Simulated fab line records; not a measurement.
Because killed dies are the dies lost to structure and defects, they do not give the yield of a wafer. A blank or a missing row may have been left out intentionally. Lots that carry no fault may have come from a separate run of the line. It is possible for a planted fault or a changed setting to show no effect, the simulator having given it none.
What tool caused it? / flow n5Finfet / 10 lots with 30 wafers sampled at 2 steps, on a route of 1938 steps

WHAT EACH GAUGE READ, for each wafer
N5_FIN_SAQP_CD_MEAS_31 targets a cd of 8 nm.
lot=L075; measured=day 2 09:55; on=cdSem-02; cdNm (nm)=7.83 7.86 8.05
lot=L078; measured=day 3 02:00; on=cdSem-02; cdNm (nm)=7.92 8.00 7.95
lot=L080; measured=day 3 13:46; on=cdSem-01; cdNm (nm)=7.96 8.02 8.52
lot=L083; measured=day 4 07:56; on=cdSem-01; cdNm (nm)=7.96 8.19 8.27
lot=L085; measured=day 4 21:31; on=cdSem-01; cdNm (nm)=8.03 8.01 8.36
lot=L087; measured=day 5 08:30; on=cdSem-03; cdNm (nm)=7.87 8.19 7.83
lot=L089; measured=day 5 20:27; on=cdSem-03; cdNm (nm)=8.01 8.10 7.84
lot=L092; measured=day 6 14:10; on=cdSem-03; cdNm (nm)=7.73 8.32 8.12
lot=L094; measured=day 7 02:36; on=cdSem-01; cdNm (nm)=8.51 8.37 8.46
lot=L096; measured=day 7 17:57; on=cdSem-01; cdNm (nm)=8.35 7.92 8.25

TOOL THAT RAN EACH LOT (tool first, then ch and the chambers of the sampled wafers, then the start)
lot=L075; N5_FIN_SAQP_MANDREL2_REMOVE_60=rieSi-03 ch 1,3, day 2 09:48
lot=L078; N5_FIN_SAQP_MANDREL2_REMOVE_60=rieSi-04 ch 1,3, day 3 01:53
lot=L080; N5_FIN_SAQP_MANDREL2_REMOVE_60=rieSi-04 ch 0,1,3, day 3 13:39
lot=L083; N5_FIN_SAQP_MANDREL2_REMOVE_60=rieSi-01 ch 0,2,3, day 4 07:50
lot=L085; N5_FIN_SAQP_MANDREL2_REMOVE_60=rieSi-01 ch 0,3, day 4 21:23
lot=L087; N5_FIN_SAQP_MANDREL2_REMOVE_60=rieSi-04 ch 0,1,3, day 5 08:23
lot=L089; N5_FIN_SAQP_MANDREL2_REMOVE_60=rieSi-01 ch 2,3, day 5 20:20
lot=L092; N5_FIN_SAQP_MANDREL2_REMOVE_60=rieSi-03 ch 1,2, day 6 14:02
lot=L094; N5_FIN_SAQP_MANDREL2_REMOVE_60=rieSi-04 ch 0,2,3, day 7 02:29
lot=L096; N5_FIN_SAQP_MANDREL2_REMOVE_60=rieSi-04 ch 1,3, day 7 17:50
- N5_FIN_SAQP_MANDREL2_REMOVE_60: chemistry HBr/Cl2/O2, target a-Si, stops on SiNx, bt time 10 s.

THE ANSWER, worked out from the rows above alone
Rule: the usual values come from the lots themselves. The widest of any qualifying gaps counts: lots, ordered by their means at a reading, are off when they make up no more than a third of the lots, leave a main group of 4 or more, and stand apart from it by 3 or more times the standard deviation of that group's means. If all means in a main group match to the digits the tables above print for the reading, that group is not used. A lot without any number at a reading at which 4 lots or more have one is off too. Any other lot the step has rows for is counted as sound.
None of the lots is off at any reading shown; this tells nothing.

WHAT THE SIMULATOR PUT IN
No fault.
